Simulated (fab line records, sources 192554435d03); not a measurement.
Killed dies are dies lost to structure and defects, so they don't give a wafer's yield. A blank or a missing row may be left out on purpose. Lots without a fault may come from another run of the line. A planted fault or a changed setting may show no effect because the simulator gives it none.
Which tool did it? | flow n5_finfet | 6 lots, 18 wafers sampled, at 3 steps of a route of 1938

WHAT THE GAUGES READ, wafer by wafer
N5_DUMMY_GATE_OVL_MEAS_16.
lot  | measured    | on         | GATE_OVL (nm)
L637 | day 3 09:07 | overlay-02 | 0.1 0.6 0.4
L639 | day 3 17:04 | overlay-02 | -0.5 0.2 -1.2
L645 | day 5 08:07 | overlay-02 | 0.5 1.8 -0.4
L649 | day 6 04:07 | overlay-01 | 0.2 0.0 0.2
L657 | day 8 04:23 | overlay-02 | 1.3 0.7 2.2
L659 | day 8 15:48 | overlay-02 | -0.7 -0.5 0.3

WHICH TOOL RAN EACH LOT (tool, then ch and the chambers of the sampled wafers, then the start)
lot  | N5_STI_FIN_REVEAL_OXIDATION_33      | N5_DUMMY_GATE_COAT_35
L637 | plasma_asher-02 ch 1, day 2 23:33   | litho_track-05 ch 0, day 3 08:49
L639 | plasma_asher-02 ch 0, day 3 07:11   | litho_track-03 ch 0, day 3 16:45
L645 | plasma_asher-02 ch 0,1, day 4 22:10 | litho_track-02 ch 0, day 5 07:42
L649 | plasma_asher-01 ch 0,1, day 5 19:08 | litho_track-02 ch 0, day 6 03:41
L657 | plasma_asher-01 ch 0,1, day 7 19:19 | litho_track-05 ch 0, day 8 03:57
L659 | plasma_asher-02 ch 0, day 8 06:33   | litho_track-02 ch 0, day 8 15:22
- N5_STI_FIN_REVEAL_OXIDATION_33: chemistry O2 PLASMA REMOTE, time 20 s.
- N5_DUMMY_GATE_COAT_35: time 60 s, resist thk 10 nm.

THE ANSWER, worked out from the rows above alone
Rule: what is usual is taken from the lots themselves. Put in order of their means at a reading, lots are off if they are a third of the lots or fewer, leave a main group of 4 or more, and stand apart from it by a gap of 3 or more times the standard deviation of the main group's means; of several such gaps the widest counts. A main group whose means are all the same, to the digits that the tables above print for the reading, isn't used. A lot without any number at a reading at which 4 lots or more have one is off too. The other lots that the step has rows for count as sound.
No lot is off at any reading shown: from this, nothing can be told.

WHAT THE SIMULATOR HAD PUT IN
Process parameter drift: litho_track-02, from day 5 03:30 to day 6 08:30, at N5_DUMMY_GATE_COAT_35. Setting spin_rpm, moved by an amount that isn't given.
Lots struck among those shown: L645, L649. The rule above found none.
